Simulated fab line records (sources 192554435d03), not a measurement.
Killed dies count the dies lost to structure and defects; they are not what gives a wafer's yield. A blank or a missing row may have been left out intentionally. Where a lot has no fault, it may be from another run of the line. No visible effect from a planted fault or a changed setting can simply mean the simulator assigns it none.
Chamber matching	flow n5Finfet	pecvd-04 running N5_BEOL_M0_SAQP_PECVD_04: 3 sister chambers
The step deposits a-Si from SiH4/He, target thk 60 nm, time 60.2 s. 3 wafers are shown with their chamber, then 7 later ones without.

WAFERS WITH THEIR CHAMBER
wafer	chamber	showerheadPlenumPTorr (Torr)
L081.6	0	5.76
L090.1	1	5.69
L090.3	2	5.66

WAFERS WHOSE CHAMBER IS MISSING
wafer	showerheadPlenumPTorr (Torr)
L090.5	5.75
L094.1	5.68
L094.4	5.69
L094.6	5.76
L097.1	5.75
L097.5	5.77
L097.6	5.69

EACH ONE'S CHAMBER
wafer	from the rows above	in truth
L090.5	0	0
L094.1	can't be placed: 1 or 2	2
L094.4	1	1
L094.6	0	0
L097.1	0	0
L097.5	0	0
L097.6	1	1
Placed correctly: 6 of 7. Not placeable from these rows: 1 (in 1, the candidates include the true chamber). 0 placed wrongly.
How it was worked out, from the rows above alone: a wafer's distance from a chamber is the root of the sum, over the readings, of the square of ((its reading less the chamber's mean) divided by the reading's scatter). If the next closest chamber is less than 2 further off than the closest, the wafer can't be placed; otherwise it belongs to the closest. A chamber's mean is the mean of its shown wafers. The scatter (one wafer shown for each chamber): square how far every hidden wafer sits from the nearest shown wafer, average those squares and take the square root.
